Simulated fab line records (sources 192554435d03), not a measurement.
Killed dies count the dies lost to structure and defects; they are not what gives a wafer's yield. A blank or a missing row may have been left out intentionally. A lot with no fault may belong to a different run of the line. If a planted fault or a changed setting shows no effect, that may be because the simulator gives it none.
Matching of chambers | flow n5-finfet | N5_BEOL_M11_CURE_72 on uv-cure-01 has 3 sister chambers
The step cures SiCOH lowk, time 120 s. 3 wafers are shown with their chamber, then 12 later ones without.

== WAFERS PAIRED WITH THEIR CHAMBERS ==
wafer  | chamber | wafer_temp_C_max
L087.5 | 1       | 371.9
L088.5 | 2       | 371.4
L089.5 | 0       | 370.7

== WAFERS MISSING THEIR CHAMBER ==
wafer  | wafer_temp_C_max
L091.2 | 372.2
L091.4 | 372.4
L091.5 | 373.1
L095.3 | 371.9
L095.4 | 371.6
L095.5 | 371.6
L094.2 | 370.8
L094.3 | 371.0
L094.5 | 371.6
L096.3 | 371.3
L096.4 | 371.6
L096.5 | 371.4

== WHICH CHAMBER EACH WENT THROUGH ==
wafer  | from the rows above          | in truth
L091.2 | can't be placed: 1 or 2      | 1
L091.4 | can't be placed: 1 or 2      | 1
L091.5 | can't be placed: 1 or 2      | 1
L095.3 | can't be placed: 1 or 2      | 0
L095.4 | can't be placed: 2 or 1 or 0 | 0
L095.5 | can't be placed: 2 or 1 or 0 | 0
L094.2 | can't be placed: 0 or 2      | 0
L094.3 | can't be placed: 0 or 2 or 1 | 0
L094.5 | can't be placed: 2 or 1 or 0 | 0
L096.3 | can't be placed: 2 or 1 or 0 | 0
L096.4 | can't be placed: 2 or 1 or 0 | 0
L096.5 | can't be placed: 2 or 1 or 0 | 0
Placed correctly: 0 of 12. From these rows, 12 cannot be placed; in 11 the true chamber is one of the candidates. 0 placed wrongly.
How it was worked out, from the rows above alone: a wafer's distance from a chamber is the root of the sum, over the readings, of the square of ((its reading less the chamber's mean) divided by the reading's scatter). If the next closest chamber is less than 2 further off than the closest, the wafer can't be placed; otherwise it belongs to the closest. For every chamber, the mean is computed from those of its wafers that are shown. The scatter: with one shown wafer a chamber, the root of the mean of the squares of how far each hidden wafer lies from its nearest shown one.
